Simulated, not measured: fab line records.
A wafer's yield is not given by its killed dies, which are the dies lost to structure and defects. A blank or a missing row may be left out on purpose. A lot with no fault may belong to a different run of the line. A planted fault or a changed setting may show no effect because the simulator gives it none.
fab line records -- flow nand_harc
record lots=6, wafers=18, last_day=33
route steps=1302 shown A_CONTACT@1079 A_BLC@1107 END@1302
lots that met no fault: taken from a fault-free run of the same line
start_h: hours from the record's opening day to when the first of the lot's shown wafers began -- wait_h: hours from the lot's prior step to this one -- " same as the row above -- L1.1+2: one row covering several wafers at once -- - no value present, or no start provided -- * or withheld: withheld -- < > ~ a bound
route shown NAME@n: a module of which the file shows steps, and the number in the route of the first -- usual: mean/standard deviation of fault-free wafers -- same: alike in all rows -- chamber/n: place in a boat -- sites: the reading at each site -- _std_site: how widely they spread, as a standard deviation -- _edge_site: inner sites' mean taken away from outer sites' mean -- radius_mm: for every site, how far away it sits from the centre of the wafer -- mask NAME#n: copy n -- behind: tool/chamber where the wafer was last shaped -- hold: what put the lot on hold/how long, in hours/how the hold closed -- device: the transistor (n, p or np) that didn't switch -- end of line: tests run on the same wafers once the route is complete -- a step without rows: its recipe alone -- killed: dies that structure and defects cost at the first sort, which is not the same as the wafer's yield -- map: shows each die of a wafer: x if killed, . if not, _ if none is there
set.NAME: the setting as run; set.NAME@STEP: as run at that earlier step -- model.NAME: the simulator's own value behind a step, which no gauge read
certain route steps with their lots: each step a table, each wafer a row
services: from which hour (start_h, from the record's first day; less than 0 if before it) a tool's chamber was out of use, for how many hours, and why
## steps
# step NHARC_A_CONTACT_OVL_MEAS_09
# usual overlay_x_nm=0.0/0.93, overlay_y_nm=0.0/0.78
lot.wafer,tool,chamber,start_h,wait_h,overlay_x_nm,overlay_y_nm
L403.2,overlay-02,-,512.37,-,-0.2,-1.7
L403.4,overlay-02,-,512.37,-,-0.2,-1.7
L403.5,overlay-02,-,512.37,-,0.0,-1.5
L409.2,overlay-01,-,581.73,-,0.2,0.2
L409.3,overlay-01,-,581.73,-,-0.1,-0.1
L409.6,overlay-01,-,581.73,-,-0.3,-0.5
L412.1,overlay-01,-,615.08,-,0.7,-0.3
L412.3,overlay-01,-,615.08,-,0.9,-0.5
L412.5,overlay-01,-,615.08,-,0.9,-0.7
L418.1,overlay-01,-,669.23,-,-1.1,-1.5
L418.2,overlay-01,-,669.23,-,-0.6,-1.8
L418.3,overlay-01,-,669.23,-,-0.5,-1.2
L420.1,overlay-01,-,677.27,-,-0.2,-0.1
L420.4,overlay-01,-,677.27,-,0.2,-0.4
L420.6,overlay-01,-,677.27,-,0.4,-0.9
L423.1,overlay-02,-,728.93,-,-1.1,-0.1
L423.4,overlay-02,-,728.93,-,-0.6,-0.5
L423.6,overlay-02,-,728.93,-,-0.6,0.2
# step NHARC_A_CONTACT_INSPECT_10
# usual raw_defect_count=72/41
lot.wafer,tool,chamber,start_h,wait_h,raw_defect_count
L403.2,defect_inspect-01,-,512.41,0.0,73
L403.4,defect_inspect-01,-,512.41,0.0,75
L403.5,defect_inspect-01,-,512.41,0.0,70
L409.2,defect_inspect-01,-,581.76,0.0,173
L409.3,defect_inspect-01,-,581.76,0.0,140
L409.6,defect_inspect-01,-,581.76,0.0,170
L412.1,defect_inspect-01,-,615.12,0.0,150
L412.3,defect_inspect-01,-,615.12,0.0,116
L412.5,defect_inspect-01,-,615.12,0.0,143
L418.1,defect_inspect-02,-,669.27,0.0,101
L418.2,defect_inspect-02,-,669.27,0.0,85
L418.3,defect_inspect-02,-,669.27,0.0,93
L420.1,defect_inspect-02,-,677.30,0.0,120
L420.4,defect_inspect-02,-,677.30,0.0,104
L420.6,defect_inspect-02,-,677.30,0.0,111
L423.1,defect_inspect-02,-,728.96,0.0,57
L423.4,defect_inspect-02,-,728.96,0.0,67
L423.6,defect_inspect-02,-,728.96,0.0,71
# step NHARC_A_CONTACT_DESCUM_13
# recipe time_s=3, o2_flow_sccm=200, ar_flow_sccm=0, bias_power_w=0, chemistry=O2
# step NHARC_A_CONTACT_ETCH_88
# recipe target_depth_a=390, over_etch_frac=0.3, time_s=65, ion_energy_ev=80, cf4_flow_sccm=150, ar_flow_sccm=0, rf_w=300, bias_w=100, chemistry=CF4
# usual drypump_motor_current_A=5.9/0.36, oes_product_au=0.998/0.0066, rf_fwd_power_W=297.3/1.5, rf_vpp_V=151.2/1.4, showerhead_plenum_p_Torr=1.77/0.09, throttle_valve_pct=13.285/0.0088
lot.wafer,tool,chamber,start_h,wait_h,drypump_motor_current_A,oes_product_au,rf_fwd_power_W,rf_hours_counter_h,rf_vpp_V,showerhead_plenum_p_Torr,throttle_valve_pct
L403.4,rie_diel-07,3,512.56,0.1,5.5,1.005,296.1,10,151.6,1.76,13.273
L403.2,rie_diel-07,1,512.56,0.1,5.7,1.005,298.7,10,151.1,1.71,13.285
L403.5,rie_diel-07,3,512.56,0.1,5.5,1.010,296.6,-,149.6,1.76,13.281
L409.3,rie_diel-07,1,581.91,0.1,5.7,0.996,297.9,29,150.3,1.71,13.294
L409.2,rie_diel-07,2,581.91,0.1,5.4,0.995,297.1,26,149.8,1.67,13.277
L409.6,rie_diel-07,0,581.91,0.1,5.5,1.003,297.2,-,153.2,1.90,13.270
L412.3,rie_diel-09,3,615.27,0.1,5.7,0.986,297.4,22,149.7,1.64,13.285
L412.1,rie_diel-09,0,615.27,0.1,6.4,0.999,297.9,19,150.2,1.68,13.279
L412.5,rie_diel-09,3,615.27,0.1,5.7,1.012,297.7,-,149.3,1.64,13.287
L418.3,rie_diel-09,2,669.42,0.1,6.3,1.004,296.1,30,153.1,1.78,13.294
L418.1,rie_diel-09,3,669.42,0.1,5.7,1.002,297.6,29,150.5,1.64,13.287
L418.2,rie_diel-09,0,669.42,0.1,6.4,0.998,297.7,26,150.5,1.68,13.297
L420.1,rie_diel-04,3,677.45,0.1,6.3,0.995,292.4,43,149.2,1.73,13.288
L420.4,rie_diel-04,0,677.45,0.1,5.6,0.995,298.4,43,152.4,1.90,13.266
L420.6,rie_diel-04,3,677.45,0.1,6.3,0.997,293.5,-,150.7,1.73,13.292
L423.4,rie_diel-04,0,729.13,0.1,5.6,1.001,298.1,7,153.6,1.89,13.282
L423.1,rie_diel-04,1,729.13,0.1,5.7,1.000,296.8,7,152.9,1.87,13.277
L423.6,rie_diel-04,2,729.13,0.1,5.7,0.993,297.6,-,151.0,1.75,13.272
# step NHARC_A_CONTACT_ETCH_89
# recipe target_depth_a=2600, over_etch_frac=0.3, time_s=475.3, ion_energy_ev=200, n2_flow_sccm=150, h2_flow_sccm=150, ar_flow_sccm=0, rf_w=400, bias_w=150, chemistry=N2/H2
# step NHARC_A_CONTACT_ETCH_30
# recipe target_depth_a=726, time_s=36.3, cf4_flow_sccm=100, chf3_flow_sccm=30, ar_flow_sccm=0, rf_w=500, bias_w=200, chemistry=CF4/CHF3
# step NHARC_A_CONTACT_ETCH_31
# recipe target_depth_a=28000, over_etch_frac=0.3, time_s=728, ion_energy_ev=150, o2_flow_sccm=400, cos_flow_sccm=20, ar_flow_sccm=0, rf_w=500, bias_w=300, chemistry=O2/COS
# step NHARC_A_CONTACT_ETCH_134
# recipe source_w=withheld, pressure_mtorr=20, bias_v=withheld, time_s=140, target_depth_a=7000, ar_flow_sccm=withheld, c4f8_flow_sccm=withheld, o2_flow_sccm=withheld, chemistry=C4F8/O2/Ar
# step NHARC_A_CONTACT_ETCH_135
# recipe source_w=withheld, pressure_mtorr=20, bias_v=1200, time_s=311, target_depth_a=19120, ar_flow_sccm=withheld, c4f8_flow_sccm=withheld, o2_flow_sccm=withheld, chemistry=C4F8/O2/Ar
lot.wafer,tool,chamber,start_h,wait_h,rf_hours_counter_h
L403.2,har_cap_etch-03,0,513.88,0.2,39
L403.4,har_cap_etch-03,0,513.88,0.2,-
L403.5,har_cap_etch-03,1,513.88,0.2,-
L409.2,har_cap_etch-02,0,583.14,0.2,100
L409.3,har_cap_etch-02,1,583.14,0.2,-
L409.6,har_cap_etch-02,1,583.14,0.2,-
L412.1,har_cap_etch-01,0,616.55,0.2,19
L412.3,har_cap_etch-01,0,616.55,0.2,-
L412.5,har_cap_etch-01,1,616.55,0.2,-
L418.1,har_cap_etch-02,1,670.66,0.2,116
L418.2,har_cap_etch-02,0,670.66,0.2,116
L418.3,har_cap_etch-02,0,670.66,0.2,-
L420.1,har_cap_etch-02,1,678.69,0.2,118
L420.4,har_cap_etch-02,0,678.69,0.2,-
L420.6,har_cap_etch-02,0,678.69,0.2,-
L423.1,har_cap_etch-03,0,731.34,0.2,80
L423.4,har_cap_etch-03,1,731.34,0.2,-
L423.6,har_cap_etch-03,1,731.34,0.2,-
# step NHARC_A_CONTACT_ETCH_136
# recipe source_w=withheld, pressure_mtorr=20, bias_v=1200, time_s=311, target_depth_a=19120, ar_flow_sccm=withheld, c4f8_flow_sccm=withheld, o2_flow_sccm=withheld, chemistry=C4F8/O2/Ar
lot.wafer,tool,chamber,start_h,wait_h,rf_hours_counter_h
L403.2,har_cap_etch-03,0,514.15,0.2,40
L403.4,har_cap_etch-03,0,514.15,0.2,-
L403.5,har_cap_etch-03,1,514.15,0.2,-
L409.2,har_cap_etch-02,0,583.42,0.2,100
L409.3,har_cap_etch-02,1,583.42,0.2,-
L409.6,har_cap_etch-02,1,583.42,0.2,-
L412.1,har_cap_etch-01,0,616.82,0.2,19
L412.3,har_cap_etch-01,0,616.82,0.2,-
L412.5,har_cap_etch-01,1,616.82,0.2,-
L418.1,har_cap_etch-02,1,670.93,0.2,117
L418.2,har_cap_etch-02,0,670.93,0.2,117
L418.3,har_cap_etch-02,0,670.93,0.2,-
L420.1,har_cap_etch-02,1,678.96,0.2,118
L420.4,har_cap_etch-02,0,678.96,0.2,-
L420.6,har_cap_etch-02,0,678.96,0.2,-
L423.1,har_cap_etch-03,0,731.61,0.2,81
L423.4,har_cap_etch-03,1,731.61,0.2,-
L423.6,har_cap_etch-03,1,731.61,0.2,-
# step NHARC_A_CONTACT_ETCH_137
# recipe source_w=withheld, pressure_mtorr=20, bias_v=1200, time_s=311, target_depth_a=19120, ar_flow_sccm=withheld, c4f8_flow_sccm=withheld, o2_flow_sccm=withheld, chemistry=C4F8/O2/Ar
# step NHARC_A_CONTACT_ETCH_138
# recipe source_w=withheld, pressure_mtorr=20, bias_v=1200, time_s=311, target_depth_a=19140, ar_flow_sccm=withheld, c4f8_flow_sccm=withheld, o2_flow_sccm=withheld, chemistry=C4F8/O2/Ar
# step NHARC_A_CONTACT_ETCH_139
# recipe source_w=withheld, pressure_mtorr=20, bias_v=400, time_s=195, target_depth_a=8400, ar_flow_sccm=withheld, c4f8_flow_sccm=11.5, o2_flow_sccm=7.2, chemistry=C4F8/O2/Ar
lot.wafer,tool,chamber,start_h,wait_h,rf_hours_counter_h
L403.2,har_cap_etch-03,0,514.97,0.2,40
L403.4,har_cap_etch-03,0,514.97,0.2,-
L403.5,har_cap_etch-03,1,514.97,0.2,-
L409.2,har_cap_etch-02,0,584.23,0.2,101
L409.3,har_cap_etch-02,1,584.23,0.2,-
L409.6,har_cap_etch-02,1,584.23,0.2,-
L412.1,har_cap_etch-01,0,617.63,0.2,20
L412.3,har_cap_etch-01,0,617.63,0.2,-
L412.5,har_cap_etch-01,1,617.63,0.2,-
L418.1,har_cap_etch-02,1,671.75,0.2,117
L418.2,har_cap_etch-02,0,671.75,0.2,117
L418.3,har_cap_etch-02,0,671.75,0.2,-
L420.1,har_cap_etch-02,1,679.78,0.2,119
L420.4,har_cap_etch-02,0,679.78,0.2,-
L420.6,har_cap_etch-02,0,679.78,0.2,-
L423.1,har_cap_etch-03,0,732.43,0.2,82
L423.4,har_cap_etch-03,1,732.43,0.2,-
L423.6,har_cap_etch-03,1,732.43,0.2,-
# step NHARC_A_CONTACT_ETCH_92
# recipe target_depth_a=400, over_etch_frac=0.5, time_s=85.7, ion_energy_ev=120, ch3f_flow_sccm=50, o2_flow_sccm=30, ar_flow_sccm=200, rf_w=500, bias_w=100, chemistry=CH3F/O2
# usual drypump_motor_current_A=5.9/0.35, oes_product_au=0.928/0.018, rf_fwd_power_W=496.4/2.3, rf_vpp_V=244.4/1.9, showerhead_plenum_p_Torr=2.46/0.13, throttle_valve_pct=20.662/0.0087
lot.wafer,tool,chamber,start_h,wait_h,drypump_motor_current_A,oes_product_au,rf_fwd_power_W,rf_hours_counter_h,rf_vpp_V,showerhead_plenum_p_Torr,throttle_valve_pct
L403.4,rie_diel-04,3,515.48,0.4,6.3,0.931,493.2,56,244.5,2.42,20.671
L403.2,rie_diel-04,1,515.48,0.4,5.7,0.934,494.0,53,245.5,2.64,20.662
L403.5,rie_diel-04,3,515.48,0.4,6.3,0.933,494.4,-,245.2,2.42,20.671
L409.3,rie_diel-04,1,584.78,0.4,5.7,0.929,496.4,12,247.0,2.63,20.668
L409.2,rie_diel-04,0,584.78,0.4,5.6,0.931,494.7,13,245.9,2.66,20.657
L409.6,rie_diel-04,2,584.78,0.4,5.7,0.924,494.6,-,242.9,2.44,20.681
L412.3,rie_diel-09,1,618.15,0.4,5.6,0.923,497.0,23,246.3,2.57,20.663
L412.1,rie_diel-09,2,618.15,0.4,6.3,0.918,495.0,23,244.3,2.49,20.670
L412.5,rie_diel-09,1,618.15,0.4,5.6,0.921,499.8,-,246.0,2.57,20.663
L418.3,rie_diel-09,1,672.30,0.4,5.6,0.930,500.2,31,245.4,2.57,20.674
L418.1,rie_diel-09,3,672.30,0.4,5.7,0.936,497.8,30,240.7,2.27,20.644
L418.2,rie_diel-09,0,672.30,0.4,6.4,0.920,497.0,27,242.1,2.32,20.671
L420.1,rie_diel-04,0,680.37,0.5,5.6,0.930,498.2,44,245.8,2.64,20.667
L420.4,rie_diel-04,1,680.37,0.5,5.7,0.927,498.3,43,246.2,2.62,20.651
L420.6,rie_diel-04,1,680.37,0.5,5.7,0.921,497.6,-,247.4,2.62,20.659
L423.4,rie_diel-07,2,733.00,0.4,5.4,0.981,493.9,20,242.6,2.30,20.664
L423.1,rie_diel-07,0,733.00,0.4,5.5,0.931,496.0,24,246.3,2.63,20.654
L423.6,rie_diel-07,1,733.00,0.4,5.7,0.926,499.8,-,242.3,2.35,20.670
# step NHARC_A_CONTACT_ETCH_98
# recipe target_depth_a=200, over_etch_frac=0.5, time_s=10, ion_energy_ev=250, c4f6_flow_sccm=25, o2_flow_sccm=20, ar_flow_sccm=500, rf_w=600, bias_w=500, chemistry=C4F6/O2
# usual drypump_motor_current_A=5.8/0.34, oes_product_au=0.952/0.019, rf_fwd_power_W=587/3.3, rf_vpp_V=547/4.2, showerhead_plenum_p_Torr=3.92/0.2, throttle_valve_pct=26.904/0.0099
lot.wafer,tool,chamber,start_h,wait_h,drypump_motor_current_A,oes_product_au,rf_fwd_power_W,rf_hours_counter_h,rf_vpp_V,showerhead_plenum_p_Torr,throttle_valve_pct
L403.2,rie_diel-04,1,-,-,5.8,0.947,587,53,552,4.19,26.915
L403.4,rie_diel-04,3,-,-,6.3,0.970,585,56,546,3.86,26.903
L403.5,rie_diel-04,0,-,-,5.6,0.954,586,-,540,3.64,26.912
L409.3,rie_diel-04,0,584.95,0.1,5.6,0.949,587,13,554,4.22,26.893
L409.2,rie_diel-04,1,584.95,0.1,5.7,0.937,586,12,552,4.18,26.905
L409.6,rie_diel-04,0,584.95,0.1,5.6,0.948,588,-,554,4.22,26.893
L412.3,rie_diel-09,0,-,-,6.4,0.920,582,20,545,3.72,26.915
L412.1,rie_diel-09,1,-,-,5.6,0.942,591,23,550,4.10,26.918
L412.5,rie_diel-09,3,-,-,5.7,0.931,593,-,542,3.64,26.905
L418.2,rie_diel-09,1,-,-,5.6,0.954,593,31,551,4.09,26.902
L418.3,rie_diel-09,2,-,-,6.4,0.936,585,30,549,3.96,26.912
L418.1,rie_diel-09,3,-,-,5.7,0.936,594,30,540,3.64,26.916
L420.1,rie_diel-04,3,-,-,6.3,0.939,586,44,545,3.83,26.910
L420.4,rie_diel-04,0,-,-,5.6,0.947,588,44,551,4.20,26.893
L420.6,rie_diel-04,1,-,-,5.8,0.959,582,-,550,4.16,26.890
L423.1,rie_diel-07,3,-,-,5.5,0.940,588,25,547,3.85,26.916
L423.4,rie_diel-07,0,-,-,5.5,0.939,584,24,551,4.18,26.915
L423.6,rie_diel-07,3,-,-,5.4,0.949,585,-,546,3.85,26.905
# step NHARC_A_CONTACT_CD_MEAS_15
# usual cd_nm=190.0/0.49
lot.wafer,tool,chamber,start_h,wait_h,cd_nm
L403.2,cd_sem-02,-,515.70,-,189.9
L403.4,cd_sem-02,-,515.70,-,189.8
L403.5,cd_sem-02,-,515.70,-,190.2
L409.2,cd_sem-02,-,585.04,-,189.6
L409.3,cd_sem-02,-,585.04,-,189.5
L409.6,cd_sem-02,-,585.04,-,190.3
L412.1,cd_sem-01,-,618.36,-,190.0
L412.3,cd_sem-01,-,618.36,-,190.8
L412.5,cd_sem-01,-,618.36,-,190.2
L418.1,cd_sem-02,-,672.52,-,189.6
L418.2,cd_sem-02,-,672.52,-,188.9
L418.3,cd_sem-02,-,672.52,-,190.1
L420.1,cd_sem-01,-,680.58,-,190.4
L420.4,cd_sem-01,-,680.58,-,190.6
L420.6,cd_sem-01,-,680.58,-,189.8
L423.1,cd_sem-03,-,733.20,-,190.0
L423.4,cd_sem-03,-,733.20,-,190.3
L423.6,cd_sem-03,-,733.20,-,190.0
# step NHARC_A_CONTACT_STRIP_107
# recipe n2_flow_sccm=150, h2_flow_sccm=150, ar_flow_sccm=0, bias_w=0, chemistry=N2/H2
# step NHARC_A_CONTACT_STRIP_108
# recipe cf4_flow_sccm=100, chf3_flow_sccm=30, ar_flow_sccm=0, bias_w=0, chemistry=CF4/CHF3
# step NHARC_A_CONTACT_STRIP_109
# recipe o2_flow_sccm=400, cos_flow_sccm=20, ar_flow_sccm=0, bias_w=0, chemistry=O2/COS
# step NHARC_A_CONTACT_ETCH_110
# recipe target_depth_a=600, overetch_a=60, time_s=33, ion_energy_ev=100, cf4_flow_sccm=80, o2_flow_sccm=20, ar_flow_sccm=0, rf_w=300, bias_w=100, chemistry=CF4/O2
# step NHARC_A_CONTACT_STRIP_26
# recipe o2_flow_sccm=500, ar_flow_sccm=0, bias_w=0, chemistry=O2
# step NHARC_A_CONTACT_STRIP_27
# recipe time_s=600, temp_c=30, chemistry=post_etch_residue_remover
# step NHARC_A_CONTACT_ALD_18
# recipe target_thk_a=30, pulse_time_s=1, ald_cycles=150, temp_c=450, material=TiN
# step NHARC_A_CONTACT_CVD_19
# recipe target_thk_a=3000, temp_c=300, pressure_torr=40, wf6_flow_sccm=40, h2_flow_sccm=1600, ar_flow_sccm=1560, time_s=802, material=W
# step NHARC_A_CONTACT_CMP_20
# recipe t_overpolish_s=30, target_thk_nm=300
# step NHARC_A_CONTACT_SRD_22
# step NHARC_A_BLC_DEHYDRATE_00
# recipe temp_c=150, time_s=120
# step NHARC_A_BLC_HMDS_01
# recipe time_s=30
# step NHARC_A_BLC_COAT_02
# recipe temp_c=260, time_s=75
# step NHARC_A_BLC_COAT_03
# recipe temp_c=225, time_s=65
# step NHARC_A_BLC_COAT_04
# recipe spin_rpm=1500, resist_thk_nm=90
# step NHARC_A_BLC_SOFTBAKE_05
# recipe temp_c=105, time_s=55
# step NHARC_A_BLC_EBR_06
# step NHARC_A_BLC_EXPOSE_07
# recipe na=1.35, target_cd_nm=100, dose_mj=67.97, mask_id=A_BLC
# step NHARC_A_BLC_PEB_08
# recipe peb_temp_c=100, peb_time_s=65
# step NHARC_A_BLC_DEVELOP_09
# recipe develop_time_s=35, dev_temp_c=23
# step NHARC_A_BLC_CD_MEAS_10
# recipe target_cd_nm=100, landing_energy_ev=500
# usual cd_nm=100.0/0.53
lot.wafer,tool,chamber,start_h,wait_h,cd_nm
L403.2,cd_sem-01,0,519.51,-,100.2
L403.4,cd_sem-01,0,519.51,-,99.9
L403.5,cd_sem-01,0,519.51,-,100.3
L409.2,cd_sem-03,0,587.88,-,99.8
L409.3,cd_sem-03,0,587.88,-,99.8
L409.6,cd_sem-03,0,587.88,-,99.6
L412.1,cd_sem-02,0,621.31,-,99.0
L412.3,cd_sem-02,0,621.31,-,99.5
L412.5,cd_sem-02,0,621.31,-,100.0
L418.1,cd_sem-03,0,675.50,-,100.8
L418.2,cd_sem-03,0,675.50,-,100.7
L418.3,cd_sem-03,0,675.50,-,100.5
L420.1,cd_sem-01,0,683.63,-,100.2
L420.4,cd_sem-01,0,683.63,-,99.7
L420.6,cd_sem-01,0,683.63,-,100.2
L423.1,cd_sem-03,0,736.31,-,99.7
L423.4,cd_sem-03,0,736.31,-,100.2
L423.6,cd_sem-03,0,736.31,-,99.8
# step NHARC_A_BLC_OVL_MEAS_11
# usual overlay_x_nm=-0.2/0.77, overlay_y_nm=0.0/1
lot.wafer,tool,chamber,start_h,wait_h,overlay_x_nm,overlay_y_nm
L403.2,overlay-02,-,519.60,-,-0.6,-0.1
L403.4,overlay-02,-,519.60,-,-0.1,0.0
L403.5,overlay-02,-,519.60,-,-0.5,-0.7
L409.2,overlay-02,-,587.96,-,-0.8,0.5
L409.3,overlay-02,-,587.96,-,-1.5,0.0
L409.6,overlay-02,-,587.96,-,-1.2,0.0
L412.1,overlay-01,-,621.40,-,-0.1,0.3
L412.3,overlay-01,-,621.40,-,-0.6,0.4
L412.5,overlay-01,-,621.40,-,-0.5,-0.1
L418.1,overlay-02,-,675.59,-,0.5,1.3
L418.2,overlay-02,-,675.59,-,0.8,1.3
L418.3,overlay-02,-,675.59,-,0.7,1.0
L420.1,overlay-01,-,683.72,-,-0.3,0.5
L420.4,overlay-01,-,683.72,-,-0.2,0.1
L420.6,overlay-01,-,683.72,-,0.0,-0.2
L423.1,overlay-01,-,736.40,-,-1.2,-2.0
L423.4,overlay-01,-,736.40,-,-1.5,-1.3
L423.6,overlay-01,-,736.40,-,-1.9,-1.3
# step NHARC_A_BLC_DESCUM_15
# recipe time_s=3, o2_flow_sccm=200, ar_flow_sccm=0, bias_power_w=0, chemistry=O2
# step NHARC_END_SORT_01
# recipe temp_c=25
# usual killed_at_array=52/20, killed_at_other=1.0/1.3, killed_at_periphery=3.7/2.2, killed_dies=57/20, killed_open=3.2/1.6, killed_short=2.4/1.6
# same gross_dies=677
lot.wafer,tool,chamber,start_h,wait_h,killed_at_array,killed_at_other,killed_at_periphery,killed_dies,killed_open,killed_short
L409.2,prober-01,0,633.42,2.8,97,2,5,104,4,1
L409.3,prober-01,0,634.21,3.1,78,0,3,81,0,4
L409.6,prober-01,0,636.59,4.0,82,2,4,88,2,3
L418.2,prober-01,0,719.94,2.8,118,3,0,121,4,5
L418.3,prober-01,0,720.74,3.1,116,2,4,122,4,3
L420.4,prober-01,0,729.30,3.4,119,2,7,128,3,2
L420.6,prober-01,0,730.87,3.9,135,0,4,139,5,3
# killed by level:class
L409.2 A_SLIT:chamber_film_flake=30 A_CHANNEL_HOLE_D1:chamber_film_flake=28 A_CHANNEL_HOLE_D2:chamber_film_flake=27 A_CONTACT:chamber_film_flake=4 P_ZERO_WELL:chamber_film_flake=3 A_STAIRCASE:chamber_film_flake=3 STARTING-WAFER:geometric_particle:open=2 P_CONTACT:geometric_particle:open=1
L409.3 A_SLIT:chamber_film_flake=25 A_CHANNEL_HOLE_D1:chamber_film_flake=19 A_CHANNEL_HOLE_D2:chamber_film_flake=18 A_CONTACT:chamber_film_flake=5 P_ZERO_WELL:chamber_film_flake=3 A_STAIRCASE:chamber_film_flake=3 A_ONON_D2:geometric_particle:short=2 A_WL_FILL:chamber_film_flake=2
L409.6 A_SLIT:chamber_film_flake=28 A_CHANNEL_HOLE_D2:chamber_film_flake=23 A_CHANNEL_HOLE_D1:chamber_film_flake=18 A_CONTACT:chamber_film_flake=4 A_WL_FILL:chamber_film_flake=3 P_ZERO_WELL:chamber_film_flake=2 A_DECK1_JOINT:chamber_film_flake=2 P_GATE:geometric_particle:short=1
L418.2 A_CONTACT:unspecified=59 A_CHANNEL_HOLE_D1:chamber_film_flake=20 A_CHANNEL_HOLE_D2:chamber_film_flake=15 A_CONTACT:chamber_film_flake=7 A_SLIT:chamber_film_flake=6 A_CHANNEL_FILL_D1:geometric_particle:short=2 A_DECK1_JOINT:geometric_particle:open=2 A_STAIRCASE:chamber_film_flake=2
L418.3 A_CONTACT:unspecified=55 A_CHANNEL_HOLE_D1:chamber_film_flake=27 A_CHANNEL_HOLE_D2:chamber_film_flake=18 A_CONTACT:chamber_film_flake=6 A_STAIRCASE:chamber_film_flake=4 P_M0:geometric_particle:open=2 A_ONON_D2:geometric_particle:short=2 THIN_TSV:chamber_film_flake=2
L420.4 A_CONTACT:unspecified=54 A_SLIT:chamber_film_flake=33 A_CHANNEL_HOLE_D1:chamber_film_flake=22 P_STI:chamber_film_flake=3 P_ZERO_WELL:chamber_film_flake=2 A_CHANNEL_FILL_D1:chamber_film_flake=2 A_CONTACT:chamber_film_flake=2 THIN_TSV:chamber_film_flake=2
L420.6 A_CONTACT:unspecified=55 A_SLIT:chamber_film_flake=37 A_CHANNEL_HOLE_D1:chamber_film_flake=26 A_STAIRCASE:chamber_film_flake=4 A_CONTACT:chamber_film_flake=3 A_ONON_D1:geometric_particle:open=2 A_WL_FILL:chamber_film_flake=2 P_GATE:geometric_particle:open=1
# map L418.3 (x killed, . not)
____________.____________
_________......._________
_______...x......._______
______...x.........______
_____..............._____
____.................____
____.................____
___.x....x..........xx___
___...............xxxx___
__...............xxxxxx__
__...............xxxxxx__
_.................xxxxxx_
_........x........xxxxxx_
_.....xx..........xxxxxx_
_.....x...........xxxxxx_
_......xxx.........xxxxx_
.........x.....x...xxxx..
x..........x......x...xxx
.x....x.xxx.........x.x..
..xx...xxx.....x.........
........x..x.............
_...x..................._
_........x.............._
_......................._
_.x......x...........x.._
_...................xxx._
__................xxxxx__
__................xxxxx__
___..............xx.xx___
___..............x.xxx___
____.....xx......x.xx____
____.......x.......x.____
_____..x...........x_____
______....x........______
_______.....x....._______
_________......._________
____________.____________
# map L420.6 (x killed, . not)
____________.____________
_________......._________
_______..........._______
______..........x..______
_____..............._____
____.........x.......____
____........xxx.....x____
___......xx.xxxx...xxx___
___........xxxx...xxxx___
__.......xxxx.xx..xxxxx__
__.x..x...x.xxx...xxxxx__
_.....x....x.xx...xxxxxx_
_........xxx.xx...xxxxxx_
_......x...x.x...xxxxxxx_
_..x........x.....xxxxxx_
_....x....xx..x...xxxxxx_
.........xx........x.xxx.
.................xx...xxx
.........................
.........................
.........................
_............x.........._
_......................._
_......................._
_x....x.......x...x.x..._
_.....................x._
__..............xx..xx.__
__................x.xxx__
___........xx.....xxxx___
___.......x.....x..xxx___
____..............x.x____
____.....x.....x..xxx____
_____.............x._____
______.............______
_______..........._______
_________......._________
____________.____________
## services
tool,chamber,start_h,hours,kind
har_cap_etch-01,-,489.22,1.1,repair
har_cap_etch-01,-,497.00,17.0,pm
rie_diel-04,0,513.78,-,clean
rie_diel-04,1,513.78,-,clean
rie_diel-04,2,513.78,-,clean
rie_diel-04,3,513.78,-,clean
rie_diel-07,2,523.08,4.5,repair
rie_diel-04,-,532.15,9.0,pm
rie_diel-04,0,532.15,9.0,vent_cycle
rie_diel-04,1,532.15,9.0,vent_cycle
rie_diel-04,2,532.15,9.0,vent_cycle
rie_diel-04,3,532.15,9.0,vent_cycle
rie_diel-04,0,541.15,-,clean
rie_diel-04,1,558.39,3.9,repair
rie_diel-07,2,603.01,4.5,repair
rie_diel-07,2,625.11,9.1,repair
rie_diel-09,-,626.52,6.0,repair
rie_diel-09,2,648.15,3.2,repair
rie_diel-07,-,651.12,9.0,pm
rie_diel-09,-,674.47,9.0,pm
rie_diel-04,-,709.15,9.0,pm
rie_diel-07,2,709.44,22.5,repair
rie_diel-07,-,717.48,1.9,repair
rie_diel-04,3,732.54,9.0,repair
## key
first_sign step=NHARC_END_SORT_01, reading=killed_at_array, direction=up, sigmas=3.5, usual=52, struck=122
effect step=NHARC_END_SORT_01, reading=killed_dies, direction=up, sigmas=3.5, usual=57, struck=128
more_kills_born_at NHARC_A_CONTACT_ETCH_139@har_cap_etch-02=207
met_at NHARC_A_CONTACT_ETCH_139
struck_wafers L418.2,L418.3,L420.4,L420.6
tester_left_out L418,L420
onset_between 584.23 671.75
fault kind=chamber_particle_source, tool=har_cap_etch-02, chamber=0, onset_h=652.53, steps=NHARC_A_CONTACT_ETCH_139, rate_per_visit_cm2=0.53243, end_h=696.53
# tester_left_out: of these lots the tester's yield and bins aren't shown, on N5 and GAA mostly nor the transistor test; their killed dies are dies lost to structure and defects alone, not to doping, threshold or leakage, so they don't give the yield
